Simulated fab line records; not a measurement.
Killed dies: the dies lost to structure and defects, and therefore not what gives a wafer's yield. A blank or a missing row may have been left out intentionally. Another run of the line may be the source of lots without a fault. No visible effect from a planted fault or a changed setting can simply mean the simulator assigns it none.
fab line records	flow n5-finfet
record: lots: 10	wafers: 29	last-day: 18
route steps=1938 shown DUMMY_GATE@241 SD_EPI_N@288 SD_EPI_P@304 BEOL_M4@1111 PASSIVATION@1936
lots with no fault: from the same line, run without faults
start-h: hours from the record's opening day to when the first of the lot's shown wafers began	wait-h: hours from the lot's prior step to this one	" unchanged from the row above	L1.1+2: a row that stands for several wafers	- no value present, or no start provided	* or withheld: withheld	< > ~ a bound
route shown NAME@n: a module of which the file shows steps, and the number in the route of the first	usual: mean/standard deviation of fault-free wafers	same: alike in all rows	chamber/n: place in a boat	sites: each site's reading	_std_site: the standard deviation of these	_edge_site: mean of outer sites minus mean of inner sites	radius-mm: for every site, how far away it sits from the centre of the wafer	mask NAME#n: copy n	behind: the last tool/chamber to shape the wafer	hold: why the lot went on hold/how many hours it stayed there/how the hold came to an end	device: names the non-switching transistor (n, p or np)	end of line: the same wafers' tests at the end of the route	a step without rows: its recipe alone	killed: dies lost to structure and defects at the first sort, not the wafer's yield	map: shows each die of a wafer: x if killed, . if not, _ if none is there
set.NAME: the setting that was run; set.NAME@STEP: the one run at that earlier step	model.NAME: the simulator's own value behind a step, which no gauge read
one table for each step of the route and one row for each wafer, over a sample of lots
services: from which hour (start-h, from the record's first day; less than 0 if before it) a tool's chamber was out of use, for how many hours, and why
== steps ==
step: N5_DUMMY_GATE_STRIP_40
recipe: chemistry: CF4	resist: SiARC	power-w: 300	bias-power-w: 75	pressure-mtorr: 50	cf4-flow-sccm: 150	rf-frequency-hz: 6e+07
usual: drypump-motor-current-A: 5.9/0.39	oes-product-au: 0.75/0.061	rf-vpp-V: 271.7/1.4	showerhead-plenum-p-Torr: 1.82/0.044	throttle-valve-pct: 13.63/0.27
lot.wafer	tool	chamber	start-h	wait-h	drypump-motor-current-A	oes-product-au	rf-hours-counter-h	rf-vpp-V	showerhead-plenum-p-Torr	throttle-valve-pct
L656.2	rie-diel-04	2	52.09	0.1	6.4	0.69	197	271.9	1.84	13.82
L656.3	"	0	"	"	6.1	0.90	34	274.1	1.84	13.11
L656.5	"	1	"	"	6.4	0.78	-	274.1	1.86	13.43
L658.1	rie-diel-06	3	64.78	0.1	6.0	0.73	166	269.3	1.72	13.83
L658.2	"	0	"	"	5.4	0.73	158	271.5	1.80	13.98
L658.5	"	3	"	"	6.0	0.73	-	269.5	1.72	13.84
L660.2	rie-diel-03	3	78.95	0.1	6.3	0.70	232	271.7	1.83	13.56
L660.3	"	0	"	"	6.2	0.71	197	271.6	1.84	13.86
L660.4	"	2	"	"	5.7	0.83	62	268.9	1.75	13.33
L661.1	rie-diel-03	2	86.40	0.1	5.7	0.82	63	270.4	1.75	13.31
L661.3	"	1	"	"	5.7	0.72	164	271.5	1.87	13.76
L661.4	"	0	"	"	6.2	0.72	199	270.1	1.84	13.85
L665.1	rie-diel-04	1	108.97	0.1	6.3	0.77	121	274.0	1.86	13.47
L665.3	"	3	"	"	5.4	0.75	166	271.3	1.85	13.84
L665.6	"	3	"	"	5.4	0.75	-	272.6	1.85	13.84
L666.1	rie-diel-06	3	115.69	0.1	6.0	0.72	180	269.3	1.71	13.87
L666.3	"	0	"	"	5.4	0.72	173	269.6	1.80	14.01
L666.6	"	1	"	"	5.3	0.76	-	269.5	1.80	13.51
L667.3	rie-diel-04	0	122.36	0.2	6.1	0.87	48	271.6	1.83	13.13
L667.4	"	3	"	"	5.3	0.75	169	272.3	1.85	13.84
L667.5	"	2	"	"	6.4	0.68	-	270.7	1.83	13.87
L668.4	rie-diel-06	0	126.62	0.1	5.4	0.71	177	272.0	1.80	14.02
L668.5	"	2	"	"	5.5	0.82	-	270.6	1.74	13.47
L671.2	rie-diel-04	0	143.99	0.1	6.1	0.87	55	271.5	1.83	13.15
L671.4	"	2	"	"	6.4	0.68	222	272.0	1.83	13.88
L671.6	"	1	"	"	6.3	0.76	-	274.6	1.85	13.50
L677.2	rie-diel-04	3	179.24	0.1	5.3	0.73	187	272.4	1.84	13.88
L677.4	"	1	"	"	6.4	0.76	144	272.4	1.85	13.53
L677.6	"	3	"	"	5.3	0.74	-	272.3	1.84	13.89
step: N5_DUMMY_GATE_STRIP_48
recipe: chemistry: N2/H2	time-s: 20	power-w: 100	temp-c: 40	pressure-mtorr: 100	rf-frequency-hz: 6e+07	bias-power-w: 3	n2-flow-sccm: 300	h2-flow-sccm: 300
usual: drypump-motor-current-A: 5.9/0.41	oes-product-au: 0.75/0.059	rf-vpp-V: 45.3/0.81	showerhead-plenum-p-Torr: 3.44/0.09	throttle-valve-pct: 12.32/0.28
lot.wafer	tool	chamber	start-h	wait-h	drypump-motor-current-A	oes-product-au	rf-hours-counter-h	rf-vpp-V	showerhead-plenum-p-Torr	throttle-valve-pct
L656.2	rie-diel-04	1	52.73	0.0	6.3	0.78	107	46.3	3.52	12.02
L656.3	"	3	"	"	5.4	0.78	151	46.2	3.52	12.49
L656.5	"	3	"	"	5.4	0.77	-	45.0	3.52	12.48
L658.1	rie-diel-06	0	66.08	0.0	5.4	0.73	159	45.2	3.36	12.49
L658.2	"	3	"	"	6.0	0.74	167	44.2	3.25	12.44
L658.5	"	1	"	"	5.3	0.80	-	44.5	3.40	12.20
L660.2	rie-diel-04	2	79.59	0.0	6.4	0.70	205	45.8	3.49	12.56
L660.3	"	1	"	"	6.4	0.77	115	44.3	3.52	12.05
L660.4	"	0	"	"	6.1	0.89	38	45.7	3.45	11.76
L661.1	rie-diel-06	0	87.04	0.0	5.4	0.72	165	45.1	3.35	12.52
L661.3	"	3	"	"	6.0	0.73	173	44.1	3.24	12.46
L661.4	"	2	"	"	5.5	0.86	53	45.4	3.30	12.03
L665.1	rie-diel-04	2	109.69	0.0	6.5	0.70	212	46.2	3.49	12.58
L665.3	"	1	"	"	6.4	0.76	122	45.4	3.51	12.07
L665.6	"	2	"	"	6.4	0.70	-	45.4	3.49	12.60
L666.1	rie-diel-04	0	116.35	0.0	6.1	0.89	46	44.7	3.45	11.78
L666.3	"	3	"	"	5.3	0.76	167	46.6	3.51	12.53
L666.6	"	2	"	"	6.4	0.70	-	44.7	3.49	12.59
L667.3	rie-diel-03	1	123.10	0.0	5.8	0.71	177	45.1	3.51	12.39
L667.4	"	0	"	"	6.2	0.70	-	45.4	3.48	12.57
L667.5	"	3	"	"	6.3	0.68	-	44.4	3.46	12.29
L668.4	rie-diel-03	1	127.38	0.0	5.8	0.71	-	46.2	3.51	12.41
L668.5	"	3	"	"	6.3	0.69	-	45.1	3.46	12.31
L671.2	rie-diel-06	1	144.64	0.0	5.3	0.76	131	45.9	3.39	12.26
L671.4	"	0	"	"	5.4	0.70	182	45.0	3.35	12.55
L671.6	"	3	"	"	6.0	0.72	-	45.5	3.23	12.53
L677.2	rie-diel-04	3	179.91	0.0	5.3	0.74	187	45.9	3.50	12.58
L677.4	"	0	"	"	6.1	0.85	67	44.6	3.44	11.82
L677.6	"	2	"	"	6.4	0.68	-	45.4	3.48	12.64
step: N5_SD_EPI_N_EPI_21
recipe: material: Si:P	dopant: P	temp-c: 680	pressure-torr: 255	time-s: 690
usual: epi-growth-time-s: 690/0	susceptor_temp_C_max: 681.4/0.57
lot.wafer	tool	chamber	start-h	wait-h	epi-growth-time-s	susceptor_temp_C_max
L656.2	epi-rpcvd-02	0	56.34	0.5	690	681.1
L656.3	"	0	"	"	690	681.9
L656.5	"	0	"	"	690	681.3
L658.1	epi-rpcvd-03	0	69.31	0.1	690	681.8
L658.2	"	0	"	"	690	682.6
L658.5	"	0	"	"	690	682.0
L660.2	epi-rpcvd-01	0	82.93	0.4	690	680.7
L660.3	"	0	"	"	690	680.6
L660.4	"	0	"	"	690	681.0
L661.1	epi-rpcvd-02	0	91.34	0.1	690	681.4
L661.3	"	0	"	"	690	681.8
L661.4	"	0	"	"	690	682.2
L665.1	epi-rpcvd-01	0	112.65	0.1	690	680.7
L665.3	"	0	"	"	690	680.6
L665.6	"	0	"	"	690	680.9
L666.1	epi-rpcvd-01	0	119.36	0.1	690	680.9
L666.3	"	0	"	"	690	680.6
L666.6	"	0	"	"	690	680.3
L667.3	epi-rpcvd-01	0	126.49	0.7	690	680.9
L667.4	"	0	"	"	672.37	680.7
L667.5	"	0	"	"	672.37	681.0
L668.4	epi-rpcvd-01	0	131.23	0.9	672.37	680.7
L668.5	"	0	"	"	672.37	680.4
L671.2	epi-rpcvd-01	0	147.87	0.4	690	680.7
L671.4	"	0	"	"	672.37	680.6
L671.6	"	0	"	"	690	680.2
L677.2	epi-rpcvd-03	0	183.99	0.7	690	681.6
L677.4	"	0	184.99	1.6	690	681.6
L677.6	"	0	"	"	690	681.4
step: N5_SD_EPI_P_OVL_MEAS_10
recipe: points-per-wafer: 44
usual: SD_P_BLK_OVL: 0.2/0.82
lot.wafer	tool	chamber	start-h	wait-h	SD_P_BLK_OVL[nm]
L656.2	overlay-02	0	59.56	0.0	-0.2
L656.3	"	0	"	"	0.0
L656.5	"	0	"	"	-0.6
L658.1	overlay-02	0	72.26	0.0	-0.1
L658.2	"	0	"	"	-0.3
L658.5	"	0	"	"	-0.2
L660.2	overlay-01	0	85.35	0.0	-1.1
L660.3	"	0	"	"	-0.8
L660.4	"	0	"	"	0.2
L661.1	overlay-02	0	94.04	0.0	-0.2
L661.3	"	0	"	"	0.2
L661.4	"	0	"	"	0.5
L665.1	overlay-01	0	115.35	0.0	0.6
L665.3	"	0	"	"	-0.4
L665.6	"	0	"	"	0.4
L666.1	overlay-02	0	121.93	0.0	0.1
L666.3	"	0	"	"	1.1
L666.6	"	0	"	"	0.2
L667.3	overlay-01	0	128.72	0.0	0.7
L667.4	"	0	"	"	2.3
L667.5	"	0	"	"	1.1
L668.4	overlay-01	0	133.11	0.0	-0.2
L668.5	"	0	"	"	-1.1
L671.2	overlay-02	0	150.19	0.0	-0.3
L671.4	"	0	"	"	0.3
L671.6	"	0	"	"	0.9
L677.2	overlay-01	0	189.00	0.0	-0.6
L677.4	"	0	"	"	-0.8
L677.6	"	0	"	"	0.1
step: N5_BEOL_M4_RC_MEAS_101
usual: DIBL_N: 36.3/1.8	DIBL_P: 36.5/2.1	IOFF_N: 0.16/0.031	IOFF_P: 0.22/0.038	ION_N: 677/12	ION_P: 466/7.8	SS_N: 71.5/0.61	SS_P: 73.2/0.7	VT_N: 249/3	VT_P: -248.9/3
lot.wafer	tool	chamber	start-h	wait-h	DIBL_N[mV/V]	DIBL_P[mV/V]	IOFF_N[nA/um]	IOFF_P[nA/um]	ION_N[uA/um]	ION_P[uA/um]	SS_N[mV/dec]	SS_P[mV/dec]	VT_N[mV]	VT_P[mV]
L656.2	prober-02	0	185.80	0.2	32.9	32.6	0.10	0.14	663	462	70.6	72.1	254	-253.9
L656.3	"	0	"	"	38.3	39.2	0.17	0.22	668	453	72.1	73.9	249	-248.2
L656.5	"	0	"	"	37.4	38.4	0.18	0.21	686	469	71.9	72.8	249	-249.4
L658.1	prober-02	0	201.17	0.8	35.9	36.8	0.15	0.20	667	456	72.2	73.3	250	-249.2
L658.2	"	0	"	"	36.7	37.7	0.17	0.22	664	459	72.4	73.4	252	-251.5
L658.5	"	0	"	"	36.4	37.2	0.16	0.20	687	463	71.9	73.5	248	-251.7
L661.1	prober-01	0	229.69	0.0	35.2	34.4	0.14	0.19	678	469	71.7	72.3	249	-249.9
L661.3	"	0	"	"	39.7	39.6	0.22	0.26	673	460	72.0	74.2	247	-245.4
L661.4	"	0	"	"	40.4	41.0	0.24	0.30	703	474	71.7	74.4	242	-245.9
L660.2	prober-01	0	231.71	0.2	38.0	38.8	0.20	0.24	697	470	72.1	74.1	246	-249.7
L660.3	"	0	"	"	38.9	39.3	0.21	0.25	705	468	71.5	74.0	246	-250.0
L660.4	"	0	"	"	37.6	37.4	0.17	0.22	679	458	71.4	74.1	249	-252.2
L665.1	prober-01	0	236.79	0.0	39.5	38.0	0.17	0.22	673	458	72.5	74.0	249	-249.8
L665.3	"	0	"	"	37.6	36.5	0.16	0.22	673	468	71.8	72.9	250	-250.6
L665.6	"	0	"	"	40.1	38.6	0.18	0.23	686	466	72.8	74.0	250	-247.5
L666.1	prober-02	0	248.72	0.0	35.6	34.6	0.15	0.21	664	460	70.8	72.6	251	-247.7
L666.3	"	0	"	"	35.2	34.5	0.15	0.21	675	466	70.6	73.3	250	-248.2
L666.6	"	0	"	"	36.9	36.5	0.18	0.25	675	463	71.5	73.8	248	-245.0
L667.3	prober-01	0	249.30	0.3	37.9	38.5	0.17	0.26	681	468	71.8	73.0	249	-246.4
L667.4	"	0	"	"	34.4	33.2	0.11	0.18	655	456	70.1	71.7	257	-253.3
L667.5	"	0	"	"	35.5	34.8	0.13	0.20	669	465	70.9	72.9	253	-249.0
L668.4	prober-01	0	264.36	0.5	38.7	37.7	0.19	0.25	686	471	72.6	73.8	250	-247.8
L668.5	"	0	"	"	39.0	38.3	0.18	0.27	678	467	72.9	73.5	250	-247.4
L671.2	prober-01	0	267.33	0.2	36.0	35.1	0.14	0.21	665	461	70.5	71.8	251	-251.0
L671.4	"	0	"	"	35.7	34.4	0.13	0.20	663	459	71.0	72.4	253	-252.6
L671.6	"	0	"	"	37.9	37.3	0.18	0.24	685	462	71.1	73.0	249	-247.0
L677.2	prober-01	0	316.46	0.2	36.1	36.8	0.17	0.23	682	469	71.8	73.2	248	-249.1
L677.4	"	0	"	"	36.2	36.5	0.16	0.23	682	475	71.7	72.9	248	-246.7
L677.6	"	0	"	"	36.2	37.3	0.16	0.25	683	467	71.4	73.1	249	-244.5
step: N5_PASSIVATION_PROBE_49
usual: defect-limited-yield: 91.2/1.5	killed_at_M0_to_M3: 33/9.6	killed_at_M4_up: 14/5.6	killed-at-contacts: 14/5.5	killed-at-front-end: 40/13	killed-at-other: 4/3	killed-dies: 104/17	killed-on-rim: 14/4.3	killed-open: 68/13	killed-short: 33/7.2	sort_bin_5_function: 5.2/0.95	sort_bin_6_memory: 3.3/0.62	sort-n-pass: 1076/17	sort-yield-pct: 91.2/1.5
same: gross-dies: 1180	killed-at-back-side: 0	sort_bin_4_leakage[%]: 0	sort_bin_8_speed[%]: 0
lot.wafer	tool	chamber	start-h	wait-h	defect-limited-yield[%]	killed_at_M0_to_M3	killed_at_M4_up	killed-at-contacts	killed-at-front-end	killed-at-other	killed-dies	killed-on-rim	killed-open	killed-short	sort_bin_5_function[%]	sort_bin_6_memory[%]	sort-n-pass	sort-yield-pct[%]
L656.2	prober-02	-	299.19	0.1	93.0	24	10	20	23	6	83	9	58	20	4.0	2.8	1097	93.0
L656.3	prober-02	-	299.24	0.1	93.3	27	17	10	23	2	79	10	55	21	4.3	1.9	1101	93.3
L656.5	prober-02	-	299.34	0.2	93.0	29	8	15	29	2	83	14	54	29	4.3	2.4	1097	93.0
L658.1	prober-02	-	315.63	0.0	91.0	43	9	9	39	6	106	10	70	36	5.3	3.5	1074	91.0
L658.2	prober-02	-	315.68	0.1	91.8	27	15	13	34	8	97	9	68	29	5.1	2.7	1083	91.8
L658.5	prober-02	-	315.83	0.2	91.4	33	10	15	34	10	102	17	66	36	5.3	3.1	1078	91.4
L661.1	prober-02	-	337.04	0.0	92.2	37	9	10	31	5	92	10	55	36	4.2	3.3	1088	92.2
L661.3	prober-02	-	337.14	0.1	90.8	25	14	23	40	7	109	13	66	36	5.3	3.2	1071	90.8
L661.4	prober-02	-	337.19	0.2	91.4	37	15	10	32	8	102	18	58	43	4.6	3.5	1078	91.4
L660.2	prober-01	-	337.64	0.1	92.2	18	16	24	32	2	92	14	66	25	4.9	2.7	1088	92.2
L660.3	prober-01	-	337.69	0.1	90.4	29	17	24	36	7	113	12	72	38	5.3	3.6	1067	90.4
L660.4	prober-01	-	337.74	0.2	89.3	33	11	25	44	13	126	16	82	42	6.2	4.1	1054	89.3
L665.1	prober-02	-	341.92	0.0	91.4	20	5	20	54	2	101	17	69	29	4.4	3.6	1079	91.4
L665.3	prober-02	-	342.02	0.1	89.7	29	12	17	58	5	121	17	81	32	5.9	3.8	1059	89.7
L665.6	prober-02	-	342.17	0.3	90.8	35	13	15	45	1	109	17	71	29	5.9	2.8	1071	90.8
L667.3	prober-02	-	346.95	0.1	90.8	20	7	8	70	4	109	19	69	40	6.1	2.8	1071	90.8
L667.4	prober-02	-	347.00	0.2	92.6	19	7	14	45	2	87	9	59	26	4.1	2.8	1093	92.6
L667.5	prober-02	-	347.05	0.2	92.4	24	13	14	38	1	90	8	61	27	4.5	2.8	1090	92.4
L666.1	prober-01	-	360.24	0.0	92.7	27	11	15	30	3	86	11	58	28	3.7	3.5	1094	92.7
L666.3	prober-01	-	360.34	0.1	91.3	40	13	13	28	9	103	17	73	28	4.7	3.6	1077	91.3
L666.6	prober-01	-	360.49	0.3	92.8	22	14	21	24	4	85	16	63	20	4.5	2.6	1095	92.8
L671.2	prober-02	-	366.86	0.1	92.9	25	11	16	29	3	84	11	65	17	3.6	3.3	1096	92.9
L671.4	prober-02	-	366.96	0.2	91.1	36	11	10	42	6	105	14	60	43	5.0	3.7	1075	91.1
L671.6	prober-02	-	367.06	0.3	93.9	14	13	16	27	2	72	10	40	30	3.3	2.5	1108	93.9
L668.4	prober-01	-	372.72	0.2	91.0	19	11	13	54	9	106	19	62	38	5.3	3.3	1074	91.0
L668.5	prober-01	-	372.77	0.2	90.7	24	9	13	50	14	110	15	69	31	5.3	3.5	1070	90.7
L677.2	prober-01	-	427.08	0.1	92.8	21	22	9	30	3	85	9	61	22	4.1	2.9	1095	92.8
L677.4	prober-01	-	427.18	0.2	89.6	30	10	10	73	0	123	18	85	31	6.2	3.7	1057	89.6
L677.6	prober-01	-	427.28	0.3	88.8	30	8	17	72	5	132	16	84	43	6.8	3.6	1048	88.8
killed by level:class
L656.2 MOL_CONTACT_COAG:geometric-particle:open=13 BEOL_M3:geometric-particle:open=10 STI_FIN_REVEAL:geometric-particle:open=7 MOL_CONTACT_COAG:geometric-particle:short=5 BEOL_M0_SAQP:geometric-particle:open=4 BEOL_M4:geometric-particle:open=3 SPACER0:geometric-particle:open=3 GATE_CUT:geometric-particle:short=3
L656.3 BEOL_M0_SAQP:geometric-particle:open=8 BEOL_M3:geometric-particle:open=7 MOL_CONTACT_COAG:geometric-particle:open=7 BEOL_M4:geometric-particle:open=6 BEOL_M1:geometric-particle:open=4 STI_FIN_REVEAL:geometric-particle:open=3 DUMMY_GATE:geometric-particle:short=3 SDB:geometric-particle:short=3
L656.5 MOL_CONTACT_COAG:geometric-particle:open=12 BEOL_M0_SAQP:geometric-particle:open=9 DUMMY_GATE:geometric-particle:open=8 BEOL_M2:geometric-particle:open=6 BEOL_M0_SAQP:geometric-particle:short=6 BEOL_M8:geometric-particle:open=4 FIN_SAQP:geometric-particle:open=3 DUMMY_GATE:geometric-particle:short=3
L658.1 FIN_SAQP:geometric-particle:open=12 BEOL_M2:geometric-particle:open=11 FIN_SAQP:geometric-particle:short=7 MOL_CONTACT_COAG:geometric-particle:open=7 BEOL_M3:geometric-particle:open=7 DUMMY_GATE:geometric-particle:open=6 BEOL_M0_SAQP:geometric-particle:open=6 BEOL_M0:geometric-particle:open=4
L658.2 MOL_CONTACT_COAG:geometric-particle:open=12 BEOL_M4:geometric-particle:open=10 FIN_SAQP:geometric-particle:short=9 FIN_SAQP:geometric-particle:open=7 DUMMY_GATE:geometric-particle:open=7 BEOL_M3:geometric-particle:open=7 STI_FIN_REVEAL:geometric-particle:open=5 BEOL_M3:geometric-particle:short=5
L658.5 BEOL_M0_SAQP:geometric-particle:open=12 FIN_SAQP:geometric-particle:short=11 FIN_SAQP:geometric-particle:open=10 MOL_CONTACT_COAG:geometric-particle:open=10 BEOL_M0_SAQP:geometric-particle:short=7 PASS1_CAP:geometric-particle:open=7 MOL_CONTACT_COAG:geometric-particle:short=5 BEOL_M3:geometric-particle:open=5
L661.1 BEOL_M0_SAQP:geometric-particle:open=11 BEOL_M1:geometric-particle:open=8 BEOL_M2:geometric-particle:open=7 STARTING-WAFER:geometric-particle:short=7 FIN_SAQP:geometric-particle:short=6 MOL_CONTACT_COAG:geometric-particle:open=6 FIN_SAQP:geometric-particle:open=5 BEOL_M0_SAQP:geometric-particle:short=5
L661.3 MOL_CONTACT_COAG:geometric-particle:open=18 STI_FIN_REVEAL:geometric-particle:open=11 GATE_CUT:geometric-particle:short=9 BEOL_M4:geometric-particle:open=8 BEOL_M1:geometric-particle:open=7 BEOL_M0_SAQP:geometric-particle:short=5 BEOL_M2:geometric-particle:open=5 FIN_SAQP:geometric-particle:short=4
L661.4 BEOL_M2:geometric-particle:open=8 MOL_CONTACT_COAG:geometric-particle:open=8 BEOL_M4:geometric-particle:open=7 FIN_SAQP:geometric-particle:open=6 FIN_SAQP:geometric-particle:short=6 BEOL_M0_SAQP:geometric-particle:open=6 BEOL_M0_SAQP:geometric-particle:short=6 BEOL_M3:geometric-particle:short=6
L660.2 MOL_CONTACT_COAG:geometric-particle:open=19 STI_FIN_REVEAL:geometric-particle:open=13 FIN_SAQP:geometric-particle:open=7 BEOL_M4:geometric-particle:open=7 MOL_CONTACT_COAG:geometric-particle:short=5 BEOL_M5:geometric-particle:open=5 GATE_CUT:geometric-particle:short=3 BEOL_M0_SAQP:geometric-particle:short=3
L660.3 MOL_CONTACT_COAG:geometric-particle:open=19 FIN_SAQP:geometric-particle:open=9 FIN_SAQP:geometric-particle:short=7 BEOL_M0_SAQP:geometric-particle:short=6 BEOL_M3:geometric-particle:open=6 DUMMY_GATE:geometric-particle:open=5 MOL_CONTACT_COAG:geometric-particle:short=5 BEOL_M0_SAQP:geometric-particle:open=5
L660.4 MOL_CONTACT_COAG:geometric-particle:open=20 STI_FIN_REVEAL:geometric-particle:open=16 BEOL_M0_SAQP:geometric-particle:open=10 FIN_SAQP:geometric-particle:open=5 FIN_SAQP:geometric-particle:short=5 MOL_CONTACT_COAG:geometric-particle:short=5 BEOL_M1:geometric-particle:short=5 BEOL_M3:geometric-particle:open=5
L665.1 MOL_CONTACT_COAG:geometric-particle:open=17 STI_FIN_REVEAL:geometric-particle:open=14 FIN_SAQP:geometric-particle:short=7 FIN_SAQP:geometric-particle:open=6 DUMMY_GATE:geometric-particle:open=6 GATE_CUT:geometric-particle:short=6 BEOL_M1:geometric-particle:open=6 BEOL_M0_SAQP:geometric-particle:open=5
L665.3 FIN_SAQP:geometric-particle:open=17 MOL_CONTACT_COAG:geometric-particle:open=13 BEOL_M1:geometric-particle:open=11 DUMMY_GATE:geometric-particle:open=8 STI_FIN_REVEAL:geometric-particle:open=6 DUMMY_GATE:geometric-particle:short=5 BEOL_M0_SAQP:geometric-particle:short=5 MOL_CONTACT_COAG:geometric-particle:short=4
L665.6 FIN_SAQP:geometric-particle:open=14 BEOL_M0_SAQP:geometric-particle:open=13 MOL_CONTACT_COAG:geometric-particle:open=11 BEOL_M1:geometric-particle:open=8 BEOL_M0_SAQP:geometric-particle:short=6 STARTING-WAFER:geometric-particle:open=5 FIN_SAQP:geometric-particle:short=4 BEOL_M1:geometric-particle:short=4
L667.3 STI_FIN_REVEAL:geometric-particle:open=18 FIN_SAQP:geometric-particle:short=16 MOL_CONTACT_COAG:geometric-particle:open=8 GATE_CUT:geometric-particle:short=7 SPACER0:geometric-particle:open=6 STI_FIN_REVEAL:geometric-particle:short=4 SPACER0:geometric-particle:short=4 BEOL_M0_SAQP:geometric-particle:open=4
L667.4 GATE_CUT:geometric-particle:open=11 MOL_CONTACT_COAG:geometric-particle:open=11 STI_FIN_REVEAL:geometric-particle:open=7 FIN_SAQP:geometric-particle:open=5 BEOL_M0_SAQP:geometric-particle:open=5 BEOL_M1:geometric-particle:open=5 FIN_SAQP:geometric-particle:short=4 STI_FIN_REVEAL:geometric-particle:short=4
L667.5 MOL_CONTACT_COAG:geometric-particle:open=9 DUMMY_GATE:geometric-particle:open=8 GATE_CUT:geometric-particle:open=6 BEOL_M1:geometric-particle:open=6 MOL_CONTACT_COAG:geometric-particle:short=5 FIN_SAQP:geometric-particle:open=4 FIN_SAQP:geometric-particle:short=4 STI_FIN_REVEAL:geometric-particle:open=4
L666.1 MOL_CONTACT_COAG:geometric-particle:open=12 BEOL_M1:geometric-particle:open=10 STI_FIN_REVEAL:geometric-particle:open=7 FIN_SAQP:geometric-particle:open=6 BEOL_M2:geometric-particle:open=5 BEOL_M3:geometric-particle:open=5 FIN_SAQP:geometric-particle:short=4 BEOL_M2:geometric-particle:short=4
L666.3 MOL_CONTACT_COAG:geometric-particle:open=12 BEOL_M2:geometric-particle:open=12 BEOL_M1:geometric-particle:open=10 BEOL_M1:geometric-particle:short=6 DUMMY_GATE:geometric-particle:open=5 STARTING-WAFER:geometric-particle:open=5 FIN_SAQP:geometric-particle:open=4 GATE_CUT:geometric-particle:short=4
L666.6 MOL_CONTACT_COAG:geometric-particle:open=17 BEOL_M4:geometric-particle:open=7 FIN_SAQP:geometric-particle:open=6 BEOL_M1:geometric-particle:open=6 DUMMY_GATE:geometric-particle:open=4 BEOL_M3:geometric-particle:open=4 MOL_CONTACT_COAG:geometric-particle:short=4 BEOL_M2:geometric-particle:open=4
L671.2 MOL_CONTACT_COAG:geometric-particle:open=16 STI_FIN_REVEAL:geometric-particle:open=9 BEOL_M0_SAQP:geometric-particle:open=6 BEOL_M3:geometric-particle:open=6 BEOL_M0_SAQP:geometric-particle:short=5 BEOL_M2:geometric-particle:open=4 FIN_SAQP:geometric-particle:open=3 DUMMY_GATE:geometric-particle:open=3
L671.4 BEOL_M0_SAQP:geometric-particle:short=15 BEOL_M0_SAQP:geometric-particle:open=9 FIN_SAQP:geometric-particle:open=7 BEOL_M3:geometric-particle:open=7 GATE_CUT:geometric-particle:open=6 BEOL_M4:geometric-particle:open=6 MOL_CONTACT_COAG:geometric-particle:open=6 FIN_SAQP:geometric-particle:short=5
L671.6 MOL_CONTACT_COAG:geometric-particle:open=12 GATE_CUT:geometric-particle:short=5 DUMMY_GATE:geometric-particle:open=4 MOL_CONTACT_COAG:geometric-particle:short=4 BEOL_M10:geometric-particle:open=4 FIN_SAQP:geometric-particle:short=3 GATE_CUT:geometric-particle:open=3 BEOL_M4:geometric-particle:open=3
L668.4 STI_FIN_REVEAL:geometric-particle:open=11 FIN_SAQP:geometric-particle:open=10 MOL_CONTACT_COAG:geometric-particle:open=9 FIN_SAQP:geometric-particle:short=6 ILD0:geometric-particle:short=6 GATE_CUT:geometric-particle:open=6 BEOL_M2:geometric-particle:open=6 BEOL_M0_SAQP:geometric-particle:open=4
L668.5 STI_FIN_REVEAL:geometric-particle:open=18 MOL_CONTACT_COAG:geometric-particle:open=13 FIN_SAQP:geometric-particle:short=8 FIN_SAQP:geometric-particle:open=6 BEOL_M3:geometric-particle:open=6 STARTING-WAFER:geometric-particle:short=5 BEOL_M2:geometric-particle:open=4 PASS1_CAP:geometric-particle:short=4
L677.2 FIN_SAQP:geometric-particle:open=9 BEOL_M5:geometric-particle:open=8 MOL_CONTACT_COAG:geometric-particle:open=7 BEOL_M4:geometric-particle:open=7 BEOL_M0_SAQP:geometric-particle:open=6 BEOL_M3:geometric-particle:open=6 FIN_SAQP:geometric-particle:short=5 GATE_CUT:geometric-particle:short=4
L677.4 FIN_SAQP:geometric-particle:open=36 FIN_SAQP:geometric-particle:short=15 BEOL_M2:geometric-particle:open=12 MOL_CONTACT_COAG:geometric-particle:open=7 BEOL_M0_SAQP:geometric-particle:open=6 BEOL_M4:geometric-particle:open=6 BEOL_M3:geometric-particle:open=5 HKMG_FIN:area-etch=4
L677.6 FIN_SAQP:geometric-particle:open=29 FIN_SAQP:geometric-particle:short=18 MOL_CONTACT_COAG:geometric-particle:open=14 STI_FIN_REVEAL:geometric-particle:open=9 BEOL_M3:geometric-particle:open=7 BEOL_M0_SAQP:geometric-particle:open=6 STI_FIN_REVEAL:geometric-particle:short=3 GATE_CUT:geometric-particle:short=3
== services ==
tool	chamber	start-h	hours	kind
rie-diel-03	-	33.56	5.8	repair
epi-rpcvd-02	-	36.48	5.1	repair
rie-diel-06	2	61.78	5.3	repair
rie-diel-04	0	63.01	9.9	repair
rie-diel-04	1	73.95	1.3	repair
rie-diel-03	2	91.92	5.7	repair
rie-diel-03	2	104.37	62.3	repair
epi-rpcvd-02	-	111.22	1.8	repair
rie-diel-04	-	122.71	2.8	pm
epi-rpcvd-02	-	137.09	0.5	pm
epi-rpcvd-01	-	137.66	2.8	pm
rie-diel-03	3	166.76	-	clean
rie-diel-03	3	166.76	-	consumable-replace:focus-ring
rie-diel-03	3	166.76	20.0	scheduled-down
rie-diel-03	3	166.76	20.0	vent-cycle
== key ==
first-sign: step: N5_SD_EPI_N_EPI_21	reading: epi-growth-time-s	direction: down	sigmas: 99+	usual: *	struck: *
effect none on later readings
met-at N5_SD_EPI_N_EPI_21
struck-lots L667,L668,L671
struck-wafers L667.4,L667.5,L668.4,L668.5,L671.4
not-acting-at N5_DUMMY_GATE_STRIP_40,N5_DUMMY_GATE_STRIP_48,N5_SD_EPI_P_OVL_MEAS_10
onset-between 119.36 126.49
fault: kind: process-parameter-drift	tool: epi-rpcvd-01	chamber: -	onset-h: 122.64	steps: N5_SD_EPI_N_EPI_21	channel: epi-growth-time-s	offset: *	shape: step	end-h: 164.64	scope: struck-wafers-only	acts-in: *	stated: *
